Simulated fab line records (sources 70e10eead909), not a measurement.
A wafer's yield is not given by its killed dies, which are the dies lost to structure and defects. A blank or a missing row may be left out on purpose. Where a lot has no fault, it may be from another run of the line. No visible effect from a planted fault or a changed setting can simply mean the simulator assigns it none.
A lot that was struck, set against a sound lot / flow nandHarc / 15 out of 1302 route steps
Sound: the wafers L697.1, L697.5, L697.6. Struck: wafer L695.2 (L695.5, L695.6, from the same lot, were not struck and are left out); the cause is given at the end.
At each step with rows: each side's tool, then ch and its chambers, then its first start. Under that, the readings that differ: sound wafers / struck wafers / difference of the means / sigmas: that difference in standard deviations of wafers without a fault.
alike: same words and numbers on both sides, and readings whose means sit less than 2 such deviations apart. not compared: any withheld reading, any reading some wafer has no value for, any bound like >300 that may hide the same value, and any number with overlapping values for which the record gives no deviation.
A row with sigmas, a row that says differs or no value, or rows on one side alone: a step with any of these is where the two part. Non-overlapping numbers with no deviation appear without sigmas and do not part them. A reading that every wafer of one side lacks parts them only if that side has two wafers or more.

first, 2 steps without rows for these wafers: NHARC_A_DECK1_JOINT_ANNEAL_28 (time 1800 s); NHARC_A_DECK1_JOINT_ANNEAL_29 (time 1800 s).
NHARC_A_DECK1_JOINT_CMP_02: polishes SiOx.
  sound on cmp-04 ch 1,2,3, day 21 04:56; struck on cmp-02 ch 0, day 21 04:58
reading=slurryFilterDpKPa (kPa); sound=13.49 13.45 13.39; struck=13.74; difference=+0.30; sigmas=+2
  alike: motorCurrentA
after that, 1 step had no rows for these wafers: NHARC_A_DECK1_JOINT_SRD_15.
NHARC_A_DECK1_JOINT_DEP_16: deposits SiO2, target thk 45 nm.
  sound on pecvd-03 ch 0,2, day 21 05:16; struck on pecvd-01 ch 0, day 21 05:16
reading=heaterPowerW (W); sound=558 415 562; struck=724; difference=+212; sigmas=+2
  alike: heaterPowerOuterW, susceptorTempC, throttleValvePct
NHARC_A_DECK1_JOINT_THK_MEAS_17: measures by ellipsometry.
  struck on filmMetro-02, day 21 05:34; sound on filmMetro-01, day 21 05:33
  alike: thkNm
NHARC_A_DECK1_JOINT_INSPECT_05:
  struck on defectInspect-01, day 21 05:35; sound on defectInspect-02, day 21 05:35
  alike: rawDefectCount
then, 1 step without rows for these wafers: NHARC_A_ONON_D2_DEP_00 (target thk 1000 nm).
NHARC_A_ONON_D2_THK_MEAS_02: measures by ellipsometry.
  struck on filmMetro-01, day 21 06:10; sound on filmMetro-02, day 21 06:10
reading=thkNm (nm); sound=989 987 985; struck=1005; difference=+18; sigmas=+2
then, 1 step without rows for these wafers: NHARC_A_ONON_D2_DEP_03 (target thk 1000 nm).
NHARC_A_ONON_D2_THK_MEAS_05: measures by ellipsometry.
  struck on filmMetro-01, day 21 06:44; sound on filmMetro-02, day 21 06:44
  alike: thkNm
NHARC_A_ONON_D2_DEP_06: target thk 1000 nm.
  sound on pecvdOnon-01 ch 0, day 21 06:47; struck on pecvdOnon-04 ch 0, day 21 06:51
  alike: susceptorTempC
NHARC_A_ONON_D2_THK_MEAS_08: measures by ellipsometry.
  struck on filmMetro-01, day 21 07:18; sound on filmMetro-02, day 21 07:18
reading=thkNm (nm); sound=994 993 995; struck=1577; difference=+583; sigmas=+86
then, 1 step without rows for these wafers: NHARC_A_ONON_D2_DEP_09 (target thk 1000 nm).
-- record jumps: 12 days between struck wafers' starts before vs after; left off in module A_ONON_D2, resumes in module END, first step shown is number 1302 of the route --
NHARC_END_SORT_01:
  sound on prober-02 ch 0, day 33 12:16; struck on prober-02 ch 0, day 33 05:11
reading=killedAtArray; sound=23 37 21; struck=673; difference=+646; sigmas=+27
reading=killedAtOther; sound=5 3 4; struck=0; difference=-4; sigmas=-3
reading=killedDies; sound=32 45 31; struck=677; difference=+641; sigmas=+28
  alike: killedAtPeriphery, killedOpen, killedShort

WHERE THEY PART
Last at NHARC_END_SORT_01 as far as this record goes, first at NHARC_A_DECK1_JOINT_CMP_02.

WHY: what the simulator had put in
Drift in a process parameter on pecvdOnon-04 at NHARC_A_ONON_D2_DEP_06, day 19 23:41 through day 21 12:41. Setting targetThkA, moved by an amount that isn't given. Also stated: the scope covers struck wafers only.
